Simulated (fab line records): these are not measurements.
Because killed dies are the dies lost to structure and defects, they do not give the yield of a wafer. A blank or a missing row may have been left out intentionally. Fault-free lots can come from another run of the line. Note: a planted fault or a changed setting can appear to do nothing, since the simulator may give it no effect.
fab line records	flow nand-harc
record: lots: 6	wafers: 18	last-day: 33
route steps=1302 shown A_M0@1143 END@1302
lots with no fault: from the same line, run without faults
start-h: the number of hours between the record's first day and the start of the first shown wafer of the lot	wait-h: hours from the lot's prior step to this one	" unchanged from the row above	L1.1+2: a single row standing in for several wafers	- no value, or no start was given	* or withheld: withheld	< > ~ a bound
route shown NAME@n: names a module that has steps shown in the file, with the first one's number in the route	usual: mean/standard deviation taken from wafers without a fault	same: alike in all rows	chamber/n: place in a boat	sites: readings site by site	_std_site: the values' standard deviation	_edge_site: the outer-site mean with the inner-site mean subtracted	radius-mm: how far each site lies from the wafer's centre	mask NAME#n: copy n	behind: tool/chamber where the wafer was last shaped	hold: reason for holding the lot/hours on hold/outcome of the hold	device: the transistor (n, p or np) that didn't switch	end of line: the same wafers' tests at the end of the route	a step without rows: its recipe alone	killed: not the wafer's yield, but the dies lost to structure and defects at the first sort	map: shows each die of a wafer: x if killed, . if not, _ if none is there
set.NAME: the setting the step ran with; set.NAME@STEP: the setting that earlier step ran with	model.NAME: the simulator's own value behind a step, which no gauge read
lots at some steps of the route; a table a step, a row a wafer
services: from which hour (start-h, from the record's first day; less than 0 if before it) a tool's chamber was out of use, for how many hours, and why
== steps ==
step: NHARC_A_M0_EBR_05
step: NHARC_A_M0_EXPOSE_06
recipe: na: 1.35	target-cd-nm: 80	dose-mj: 83.25	mask-id: A_M0
step: NHARC_A_M0_PEB_07
recipe: peb-temp-c: 100	peb-time-s: 65
step: NHARC_A_M0_DEVELOP_08
recipe: develop-time-s: 35	dev-temp-c: 23
step: NHARC_A_M0_CD_MEAS_09
recipe: target-cd-nm: 80	landing-energy-ev: 500
usual: cd-nm: 80.2/0.51
lot.wafer	tool	chamber	start-h	wait-h	cd-nm
L223.1	cd-sem-02	0	552.43	-	80.8
L223.2	"	0	"	"	80.9
L223.3	"	0	"	"	80.4
L231.1	cd-sem-01	0	612.28	-	79.9
L231.3	"	0	"	"	78.6
L231.5	"	0	"	"	80.0
L230.1	cd-sem-01	0	615.47	-	79.9
L230.2	"	0	"	"	81.1
L230.5	"	0	"	"	80.4
L232.1	cd-sem-03	0	631.53	-	80.4
L232.2	"	0	"	"	80.3
L232.5	"	0	"	"	80.6
L242.4	cd-sem-01	0	709.45	-	80.9
L242.5	"	0	"	"	79.9
L242.6	"	0	"	"	80.7
L243.1	cd-sem-01	0	761.78	-	80.7
L243.3	"	0	"	"	80.6
L243.4	"	0	"	"	80.9
step: NHARC_A_M0_OVL_MEAS_10
recipe: pitch-nm: 160
usual: overlay-x-nm: 0.3/0.76	overlay-y-nm: 0.1/0.63
lot.wafer	tool	chamber	start-h	wait-h	overlay-x-nm	overlay-y-nm
L223.1	overlay-01	-	552.51	-	0.0	0.0
L223.2	"	-	"	"	0.3	-0.1
L223.3	"	-	"	"	0.4	-0.2
L231.1	overlay-02	-	612.37	-	-0.2	1.9
L231.3	"	-	"	"	0.4	2.1
L231.5	"	-	"	"	-0.2	2.0
L230.1	overlay-01	-	615.56	-	-0.4	-0.2
L230.2	"	-	"	"	-0.2	0.1
L230.5	"	-	"	"	0.1	0.4
L232.1	overlay-02	-	631.62	-	2.4	0.6
L232.2	"	-	"	"	2.0	0.7
L232.5	"	-	"	"	2.5	1.2
L242.4	overlay-02	-	709.53	-	0.5	-0.8
L242.5	"	-	"	"	0.2	-0.5
L242.6	"	-	"	"	0.1	-0.1
L243.1	overlay-02	-	761.87	-	1.0	0.4
L243.3	"	-	"	"	0.3	0.7
L243.4	"	-	"	"	0.4	0.6
step: NHARC_A_M0_INSPECT_11
usual: raw-defect-count: 87/28
lot.wafer	tool	chamber	start-h	wait-h	raw-defect-count
L223.1	defect-inspect-02	-	552.55	0.0	17
L223.2	"	-	"	"	16
L223.3	"	-	"	"	18
L231.1	defect-inspect-01	-	612.41	0.0	80
L231.3	"	-	"	"	72
L231.5	"	-	"	"	68
L230.1	defect-inspect-01	-	615.59	0.0	92
L230.2	"	-	"	"	83
L230.5	"	-	"	"	85
L232.1	defect-inspect-02	-	631.66	0.0	63
L232.2	"	-	"	"	61
L232.5	"	-	"	"	74
L242.4	defect-inspect-01	-	709.56	0.0	62
L242.5	"	-	"	"	73
L242.6	"	-	"	"	92
L243.1	defect-inspect-01	-	761.90	0.0	75
L243.3	"	-	"	"	95
L243.4	"	-	"	"	78
step: NHARC_A_M0_DESCUM_14
recipe: time-s: 3	o2-flow-sccm: 200	ar-flow-sccm: 0	bias-power-w: 0	chemistry: O2
usual: drypump-motor-current-A: 5.6/0.46	oes-product-au: 1.000/0.0076	rf-vpp-V: 57.7/0.9	showerhead-plenum-p-Torr: 1.93/0.088	throttle-valve-pct: 11.310/0.0093
lot.wafer	tool	chamber	start-h	wait-h	drypump-motor-current-A	oes-product-au	rf-hours-counter-h	rf-vpp-V	showerhead-plenum-p-Torr	throttle-valve-pct
L223.2	rie-diel-10	2	552.61	0.1	5.9	0.996	5.9	56.0	1.79	11.293
L223.3	"	0	"	"	5.7	0.977	5.4	57.3	1.96	11.307
L223.1	"	1	"	"	5.1	0.992	5.9	57.5	1.93	11.308
L231.3	rie-diel-10	3	612.47	0.1	5.0	1.002	0.2	58.0	1.83	11.318
L231.1	"	0	"	"	5.7	1.004	0.2	56.6	1.95	11.323
L231.5	"	3	"	"	5.0	0.993	-	56.5	1.83	11.314
L230.2	rie-diel-10	1	615.66	0.1	5.1	1.005	0.8	58.6	1.93	11.317
L230.1	"	3	"	"	5.0	1.001	0.5	58.3	1.83	11.299
L230.5	"	1	"	"	5.1	1.009	-	57.0	1.93	11.334
L232.1	rie-diel-10	1	631.73	0.1	5.1	0.998	1.4	57.3	1.93	11.310
L232.2	"	2	"	"	5.9	0.989	1.3	56.8	1.79	11.296
L232.5	"	1	"	"	5.1	0.992	-	57.6	1.93	11.323
L242.4	rie-diel-07	2	709.64	0.1	5.6	0.986	3.6	58.6	2.00	11.314
L242.5	"	0	"	"	5.2	1.009	-	58.9	2.04	11.306
L242.6	"	1	"	"	6.6	0.998	-	59.0	1.82	11.293
L243.1	rie-diel-07	1	761.96	0.1	6.6	0.988	4.8	57.5	1.82	11.317
L243.3	"	3	"	"	5.8	0.995	4.3	58.7	2.04	11.330
L243.4	"	0	"	"	5.2	1.000	4.0	57.3	2.03	11.302
step: NHARC_A_M0_ETCH_34
recipe: target-depth-a: 400	overetch-a: 120	time-s: 43.94	ion-energy-ev: 200	n2-flow-sccm: 150	h2-flow-sccm: 150	ar-flow-sccm: 0	rf-w: 400	bias-w: 150	chemistry: N2/H2
usual: drypump-motor-current-A: 5.6/0.48	oes-product-au: 1.001/0.0071	rf-vpp-V: 430.6/2.8	showerhead-plenum-p-Torr: 2.05/0.097	throttle-valve-pct: 14.171/0.0081
lot.wafer	tool	chamber	start-h	wait-h	drypump-motor-current-A	oes-product-au	rf-hours-counter-h	rf-vpp-V	showerhead-plenum-p-Torr	throttle-valve-pct
L223.3	rie-diel-10	1	552.70	0.1	5.1	1.000	5.9	429.1	2.06	14.163
L223.2	"	2	"	"	5.9	0.994	6.0	425.8	1.91	14.166
L223.1	"	3	"	"	5.0	1.003	5.9	428.5	1.95	14.183
L231.1	rie-diel-10	1	612.56	0.1	5.1	0.998	0.2	430.5	2.06	14.166
L231.3	"	3	"	"	5.0	0.994	0.2	428.4	1.95	14.165
L231.5	"	0	"	"	5.7	0.999	-	430.6	2.08	14.166
L230.2	rie-diel-10	1	615.74	0.1	5.1	1.015	0.8	430.9	2.06	14.180
L230.1	"	2	"	"	5.9	0.995	0.8	427.9	1.91	14.163
L230.5	"	2	"	"	5.9	1.005	-	426.6	1.91	14.162
L232.2	rie-diel-10	2	631.82	0.1	5.9	1.007	1.3	427.7	1.91	14.167
L232.1	"	3	"	"	5.0	1.011	1.1	428.3	1.95	14.186
L232.5	"	0	"	"	5.7	1.012	-	431.5	2.08	14.174
L242.4	rie-diel-07	3	709.73	0.1	5.7	1.001	3.0	434.4	2.18	14.173
L242.6	"	0	"	"	5.2	0.991	-	433.9	2.17	14.164
L242.5	"	1	"	"	6.6	0.994	-	426.2	1.94	14.171
L243.1	rie-diel-07	1	762.05	0.1	6.6	0.988	4.8	426.9	1.94	14.182
L243.3	"	2	"	"	5.6	0.987	5.2	433.0	2.14	14.160
L243.4	"	0	"	"	5.2	1.008	4.0	432.2	2.17	14.172
step: NHARC_A_M0_ETCH_15
recipe: target-depth-a: 1500	overetch-a: 150	time-s: 82.5	c4f8-flow-sccm: withheld	ar-flow-sccm: 400	rf-w: 600	bias-w: 300	chemistry: C4F8/Ar
usual: oes-product-au: 0.945/0.022	rf-vpp-V: 441.2/2.8
lot.wafer	tool	chamber	start-h	wait-h	oes-product-au	rf-hours-counter-h	rf-vpp-V
L223.1	rie-diel-10	1	-	-	0.942	6.0	441.4
L223.2	"	2	"	"	0.933	6.0	435.9
L223.3	"	3	"	"	0.926	5.9	438.0
L231.1	rie-diel-10	0	-	-	0.964	0.3	443.5
L231.3	"	1	"	"	0.978	0.2	443.1
L231.5	"	2	"	"	0.983	-	437.9
L230.1	rie-diel-10	3	-	-	0.971	0.6	440.6
L230.2	"	2	"	"	0.983	0.8	436.7
L230.5	"	3	"	"	0.978	-	439.2
L232.1	rie-diel-10	3	-	-	0.937	1.1	436.9
L232.2	"	1	"	"	0.925	1.4	442.5
L232.5	"	3	"	"	0.930	-	438.3
L242.4	rie-diel-07	0	-	-	0.946	2.5	444.8
L242.6	"	0	"	"	0.946	-	443.5
L242.5	"	1	"	"	0.937	-	438.1
L243.4	rie-diel-07	3	-	-	0.918	4.4	446.6
L243.3	"	0	"	"	0.938	4.0	443.9
L243.1	"	1	"	"	0.927	4.9	438.3
step: NHARC_A_M0_CD_MEAS_16
usual: cd-nm: 80.1/0.67
lot.wafer	tool	chamber	start-h	wait-h	cd-nm
L223.1	cd-sem-01	-	552.91	-	79.9
L223.2	"	-	"	"	80.6
L223.3	"	-	"	"	80.1
L231.1	cd-sem-01	-	612.76	-	79.5
L231.3	"	-	"	"	79.0
L231.5	"	-	"	"	79.2
L230.1	cd-sem-01	-	615.95	-	80.3
L230.2	"	-	"	"	80.6
L230.5	"	-	"	"	80.7
L232.1	cd-sem-03	-	632.02	-	81.1
L232.2	"	-	"	"	80.9
L232.5	"	-	"	"	80.6
L242.4	cd-sem-01	-	709.93	-	80.6
L242.5	"	-	"	"	80.1
L242.6	"	-	"	"	79.3
L243.1	cd-sem-03	-	762.26	-	80.5
L243.3	"	-	"	"	81.1
L243.4	"	-	"	"	80.8
step: NHARC_A_M0_STRIP_18
recipe: power-w: 1000	n2-flow-sccm: 150	h2-flow-sccm: 150	ar-flow-sccm: 0	bias-w: 0	chemistry: N2/H2
usual: chamber-pressure-mTorr: 30.001/0.028	drypump-motor-current-A: 5.5/0.47	oes-product-au: 1.000/0.0073	rf-vpp-V: 90.7/1.1	showerhead-plenum-p-Torr: 2.04/0.095	throttle-valve-pct: 14.171/0.0093
same: bias-w: 0
lot.wafer	tool	chamber	start-h	wait-h	chamber-pressure-mTorr	drypump-motor-current-A	oes-product-au	rf-hours-counter-h	rf-vpp-V	showerhead-plenum-p-Torr	throttle-valve-pct
L223.1	rie-diel-01	0	553.01	0.1	30.023	6.2	0.986	13.6	93.0	2.19	14.153
L223.2	"	1	"	"	30.005	6.0	0.990	13.8	90.3	2.11	14.166
L223.3	"	2	"	"	30.034	4.9	0.991	11.5	89.4	2.02	14.173
L231.1	rie-diel-10	0	612.84	0.1	29.989	5.7	1.010	0.3	90.6	2.08	14.165
L231.3	"	3	"	"	29.989	5.0	1.006	0.3	91.1	1.95	14.184
L231.5	"	0	"	"	30.006	5.7	1.007	-	90.6	2.08	14.172
L230.2	rie-diel-10	3	616.03	0.1	30.004	5.0	1.014	0.6	91.3	1.95	14.171
L230.1	"	2	"	"	30.024	5.9	1.004	0.8	90.1	1.91	14.175
L230.5	"	3	"	"	30.002	5.0	0.999	-	89.3	1.95	14.159
L232.1	rie-diel-07	3	632.09	0.1	29.991	5.8	0.999	5.2	91.4	2.19	14.163
L232.2	"	1	"	"	30.022	6.6	1.006	7.5	90.7	1.94	14.174
L232.5	"	3	"	"	29.981	5.8	0.999	-	91.3	2.19	14.159
L242.4	rie-diel-07	1	710.02	0.1	30.010	6.5	0.994	3.1	89.0	1.94	14.175
L242.5	"	0	"	"	30.013	5.2	0.998	-	91.6	2.17	14.179
L242.6	"	1	"	"	30.010	6.5	0.998	-	91.0	1.94	14.175
L243.3	rie-diel-07	0	762.34	0.1	29.972	5.2	1.003	4.0	92.1	2.17	14.187
L243.1	"	2	"	"	30.009	5.6	0.984	5.3	92.3	2.14	14.160
L243.4	"	3	"	"	30.020	5.8	0.994	4.4	91.8	2.18	14.167
step: NHARC_A_M0_STRIP_19
recipe: time-s: 600	temp-c: 30	chemistry: post-etch-residue-remover
usual: bath-heat-duty-pct: 12.9/1.5	run-length-s: 603.3/1.1
lot.wafer	tool	chamber	start-h	wait-h	bath-heat-duty-pct	run-length-s
L223.3	wet-bench-03	2	553.27	-	10.1	604.6
L223.1	"	4	"	"	13.4	602.1
L223.2	"	5	"	"	12.4	603.3
L231.5	wet-bench-04	5	613.11	-	12.8	603.3
L231.1	"	6	"	"	10.7	602.9
L231.3	"	1	"	"	11.5	603.6
L230.5	wet-bench-04	2	616.31	-	-	-
L230.1	"	3	"	"	-	-
L230.2	"	5	"	"	-	-
L232.1	wet-bench-04	7	632.36	-	-	-
L232.5	"	0	"	"	-	-
L232.2	"	2	"	"	-	-
L242.6	wet-bench-01	0	710.28	-	13.3	602.3
L242.5	"	1	"	"	13.3	603.3
L242.4	"	2	"	"	13.1	604.6
L243.1	wet-bench-01	6	762.62	-	14.5	603.4
L243.4	"	7	"	"	15.7	603.2
L243.3	"	1	"	"	12.1	602.8
step: NHARC_A_M0_DEGAS_28
recipe: temp-c: 250	time-s: 60
usual: heater-power-w: 318/26	susceptor-temp-C: 250.02/0.16
lot.wafer	tool	chamber	start-h	wait-h	heater-power-w	susceptor-temp-C
L223.3	pvd-sputter-02	-	553.53	-	310	249.94
L223.1	"	-	"	"	324	250.15
L223.2	"	-	"	"	323	250.32
L231.1	pvd-sputter-03	-	613.39	-	284	250.03
L231.3	"	-	"	"	329	249.93
L231.5	"	-	"	"	282	250.19
L230.1	pvd-sputter-03	-	616.58	0.3	323	249.97
L230.2	"	-	"	"	291	250.04
L230.5	"	-	"	"	321	249.85
L232.1	pvd-sputter-03	-	632.67	0.3	284	250.02
L232.2	"	-	"	"	311	250.09
L232.5	"	-	"	"	282	250.39
L242.4	pvd-sputter-02	-	710.56	-	313	250.17
L242.6	"	-	"	"	351	249.92
L242.5	"	-	"	"	330	250.21
L243.3	pvd-sputter-03	-	762.89	-	347	249.93
L243.1	"	-	"	"	277	250.16
L243.4	"	-	"	"	316	250.21
step: NHARC_END_SORT_01
recipe: temp-c: 25
usual: defect-limited-yield: 90.1/2.4	killed-at-array: 62/16	killed-at-other: 0.8/1.1	killed-at-periphery: 4/3.2	killed-dies: 67/16	killed-open: 3.5/1.9	killed-short: 2.1/1.5
same: gross-dies: 677
lot.wafer	tool	chamber	start-h	wait-h	defect-limited-yield[%]	killed-at-array	killed-at-other	killed-at-periphery	killed-dies	killed-open	killed-short
L223.1	prober-02	0	594.09	2.5	96.0	24	2	1	27	1	3
L223.2	prober-02	0	594.89	2.8	96.2	23	1	2	26	3	2
L223.3	prober-02	0	595.68	3.1	96.3	22	1	2	25	3	3
L231.1	prober-02	0	649.21	2.5	90.4	60	1	4	65	3	0
L231.3	prober-02	0	650.84	3.1	92.5	45	2	4	51	4	2
L231.5	prober-02	0	652.47	3.8	92.3	46	4	2	52	5	1
L230.1	prober-01	0	672.18	2.5	88.3	73	1	5	79	7	5
L230.2	prober-01	0	672.98	2.8	90.1	65	0	2	67	6	1
L230.5	prober-01	0	675.38	3.7	89.4	66	1	5	72	5	3
L232.1	prober-01	0	679.99	2.5	92.9	43	0	5	48	0	4
L232.2	prober-01	0	680.78	2.8	91.4	56	1	1	58	4	1
L232.5	prober-01	0	683.17	3.7	91.9	48	1	6	55	4	1
killed by level:class
L223.1 A_CHANNEL_HOLE_D2:chamber-film-flake=11 A_STAIRCASE:chamber-film-flake=5 A_M1:chamber-film-flake=2 A_ONON_D1:geometric-particle:short=1 A_CHANNEL_FILL_D1:geometric-particle:open=1 A_CHANNEL_FILL_D2:geometric-particle:short=1 A_WL_FILL:geometric-particle:short=1 P_GATE:chamber-film-flake=1
L223.2 A_CHANNEL_HOLE_D2:chamber-film-flake=8 A_M1:chamber-film-flake=5 A_CHANNEL_HOLE_D1:chamber-film-flake=2 A_STAIRCASE:chamber-film-flake=2 A_ONON_D1:geometric-particle:short=1 A_CHANNEL_FILL_D1:geometric-particle:short=1 A_CHANNEL_FILL_D2:geometric-particle:open=1 A_WL_FILL:geometric-particle:open=1
L223.3 A_CHANNEL_HOLE_D2:chamber-film-flake=8 A_CONTACT:chamber-film-flake=4 A_M1:chamber-film-flake=4 P_STI:geometric-particle:open=1 P_CONTACT:geometric-particle:short=1 A_ONON_D1:geometric-particle:short=1 A_WL_FILL:geometric-particle:short=1 A_WL_FILL:geometric-particle:open=1
L231.1 A_SLIT:chamber-film-flake=31 A_CHANNEL_HOLE_D2:chamber-film-flake=16 A_CHANNEL_HOLE_D1:chamber-film-flake=6 A_CONTACT:chamber-film-flake=3 A_ONON_D2:geometric-particle:open=2 P_GATE:chamber-film-flake=2 P_M1:geometric-particle:open=1 P_ZERO_WELL:chamber-film-flake=1
L231.3 A_SLIT:chamber-film-flake=23 A_CHANNEL_HOLE_D2:chamber-film-flake=8 A_CHANNEL_HOLE_D1:chamber-film-flake=5 P_STI:chamber-film-flake=2 THIN_TSV:chamber-film-flake=2 A_CHANNEL_HOLE_D1:geometric-particle:short=1 A_CHANNEL_FILL_D1:geometric-particle:open=1 A_CHANNEL_FILL_D1:geometric-particle:short=1
L231.5 A_SLIT:chamber-film-flake=27 A_CHANNEL_HOLE_D2:chamber-film-flake=8 THIN_TSV:chamber-film-flake=4 A_CONTACT:chamber-film-flake=3 A_M0:geometric-particle:open=2 P_CONTACT:geometric-particle:open=1 A_ONON_D1:geometric-particle:open=1 A_DECK1_JOINT:geometric-particle:short=1
L230.1 A_CHANNEL_HOLE_D1:chamber-film-flake=28 A_CHANNEL_HOLE_D2:chamber-film-flake=25 A_STAIRCASE:chamber-film-flake=3 A_CONTACT:chamber-film-flake=3 A_CHANNEL_FILL_D2:chamber-film-flake=2 A_SLIT:chamber-film-flake=2 P_GATE:geometric-particle:open=1 P_M0:geometric-particle:short=1
L230.2 A_CHANNEL_HOLE_D1:chamber-film-flake=31 A_CHANNEL_HOLE_D2:chamber-film-flake=19 A_SLIT:chamber-film-flake=3 A_ONON_D1:geometric-particle:open=2 A_WL_FILL:chamber-film-flake=2 A_CONTACT:chamber-film-flake=2 P_M1:geometric-particle:open=1 A_ONON_D1:geometric-particle:short=1
L230.5 A_CHANNEL_HOLE_D1:chamber-film-flake=31 A_CHANNEL_HOLE_D2:chamber-film-flake=18 A_CONTACT:chamber-film-flake=5 P_BONDPAD:chamber-film-flake=2 A_SLIT:chamber-film-flake=2 A_SOURCE_PLATE:geometric-particle:open=1 A_ONON_D1:geometric-particle:short=1 A_CHANNEL_FILL_D1:geometric-particle:open=1
L232.1 A_CHANNEL_HOLE_D1:chamber-film-flake=28 A_SLIT:chamber-film-flake=4 A_CONTACT:chamber-film-flake=4 P_STI:chamber-film-flake=3 A_SGD_CUT:geometric-particle:short=2 A_WL_FILL:geometric-particle:short=2 A_BONDPAD:chamber-film-flake=2 P_GATE:chamber-film-flake=1
L232.2 A_CHANNEL_HOLE_D1:chamber-film-flake=37 A_CONTACT:chamber-film-flake=6 A_CHANNEL_HOLE_D2:chamber-film-flake=3 A_BONDPAD:chamber-film-flake=3 A_ONON_D1:geometric-particle:short=1 A_ONON_D1:geometric-particle:open=1 A_CONTACT:geometric-particle:open=1 A_BLC:geometric-particle:open=1
L232.5 A_CHANNEL_HOLE_D1:chamber-film-flake=29 A_SLIT:chamber-film-flake=4 A_CHANNEL_HOLE_D2:chamber-film-flake=3 P_STI:chamber-film-flake=2 P_GATE:chamber-film-flake=2 A_DECK1_JOINT:chamber-film-flake=2 A_STAIRCASE:chamber-film-flake=2 A_CONTACT:chamber-film-flake=2
== services ==
tool	chamber	start-h	hours	kind
rie-diel-01	-	557.93	9.0	pm
wet-bench-03	-	562.40	8.0	pm
wet-bench-04	-	579.20	8.0	pm
rie-diel-10	-	596.54	9.0	pm
pvd-sputter-03	-	621.66	4.8	repair
wet-bench-01	-	629.64	8.0	pm
rie-diel-01	1	636.02	13.9	repair
pvd-sputter-02	-	636.87	4.8	repair
pvd-sputter-03	-	640.45	0.6	repair
pvd-sputter-02	-	641.68	10.0	pm
rie-diel-07	-	648.20	9.0	pm
pvd-sputter-03	-	660.06	1.9	repair
pvd-sputter-02	-	677.98	1.5	repair
pvd-sputter-03	-	705.19	10.0	pm
rie-diel-10	1	713.57	7.9	repair
rie-diel-01	-	734.93	9.0	pm
wet-bench-03	-	738.40	8.0	pm
rie-diel-10	0	744.14	3.6	repair
pvd-sputter-03	-	752.05	0.5	repair
pvd-sputter-03	-	753.27	1.1	repair
rie-diel-01	0	755.07	6.3	repair
wet-bench-04	-	755.20	8.0	pm
rie-diel-10	3	759.96	4.0	repair
rie-diel-10	0	760.40	13.6	repair
== key ==
first-sign: step: NHARC_A_M0_STRIP_19	reading: tool-record	direction: missing
effect none on later readings
met-at NHARC_A_M0_STRIP_19
struck-wafers L230.1,L230.2,L230.5,L232.1,L232.2,L232.5
onset-between 613.11 616.31
fault: kind: skipped-step-whole	tool: wet-bench-04	chamber: -	onset-h: 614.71	steps: NHARC_A_M0_STRIP_19	scope: struck-lots-only
